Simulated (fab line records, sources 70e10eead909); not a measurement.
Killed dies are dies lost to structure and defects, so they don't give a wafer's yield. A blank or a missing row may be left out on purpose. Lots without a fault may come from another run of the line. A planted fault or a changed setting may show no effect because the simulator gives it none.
Which tool did it? | flow nand_harc | 6 lots, 18 wafers sampled, at 5 steps of a route of 1159

WHAT THE GAUGES READ, wafer by wafer
NHARC_END_SORT_01.
lot  | measured     | on        | defect_limited_yield (%)
L652 | day 23 22:32 | prober-02 | 78.0 79.2 79.6

WHICH TOOL RAN EACH LOT (tool, then ch and the chambers of the sampled wafers, then the start)
lot  | NHARC_P_M2_STRIP_18                | NHARC_A_M1_DEGAS_29          | NHARC_A_M1_PVD_21                       | NHARC_A_BONDPAD_CMP_29
L637 | rie_diel-05 ch 0,1,3, day 6 20:28  | pvd_sputter-01, day 18 07:38 | pvd_sputter-01, day 18 10:28 or earlier | cmp-03 ch 1,3, day 18 10:28
L640 | rie_diel-05 ch 0,2,3, day 7 09:56  | pvd_sputter-01, day 19 00:17 | pvd_sputter-01, day 19 03:01 or earlier | cmp-02 ch 0,1, day 19 03:01
L641 | rie_diel-09 ch 1,2,3, day 8 00:13  | pvd_sputter-01, day 19 12:59 | pvd_sputter-01, day 19 15:44 or earlier | cmp-04 ch 0,2,3, day 19 15:44
L643 | rie_diel-05 ch 1,2,3, day 8 14:14  | pvd_sputter-02, day 20 10:29 | pvd_sputter-02, day 20 13:09 or earlier | cmp-04 ch 0,1,3, day 20 13:09
L652 | rie_diel-09 ch 0,3, day 10 21:10   | pvd_sputter-03, day 22 04:29 | pvd_sputter-03, day 22 07:12 or earlier | cmp-02 ch 1,3, day 22 07:12
L657 | rie_diel-05 ch 0,1,2, day 11 21:30 | pvd_sputter-02, day 24 13:57 | pvd_sputter-02, day 24 16:42 or earlier | cmp-03 ch 0,1,2, day 24 16:42
- NHARC_P_M2_STRIP_18: strips in N2/H2.
- NHARC_A_M1_DEGAS_29: time 60 s.
- NHARC_A_M1_PVD_21: deposits Cu, target thk 30 nm, time 20.49 s.
- NHARC_A_BONDPAD_CMP_29: polishes SiCN, target thk 200 nm.

THE ANSWER, worked out from the rows above alone
Rule: what is usual is taken from the lots themselves. Put in order of their means at a reading, lots are off if they are a third of the lots or fewer, leave a main group of 4 or more, and stand apart from it by a gap of 3 or more times the standard deviation of the main group's means; of several such gaps the widest counts. A main group whose means are all the same, to the digits that the tables above print for the reading, isn't used. A lot without any number at a reading at which 4 lots or more have one is off too. The other lots that the step has rows for count as sound.
No lot is off at any reading shown: from this, nothing can be told.

WHAT THE SIMULATOR HAD PUT IN
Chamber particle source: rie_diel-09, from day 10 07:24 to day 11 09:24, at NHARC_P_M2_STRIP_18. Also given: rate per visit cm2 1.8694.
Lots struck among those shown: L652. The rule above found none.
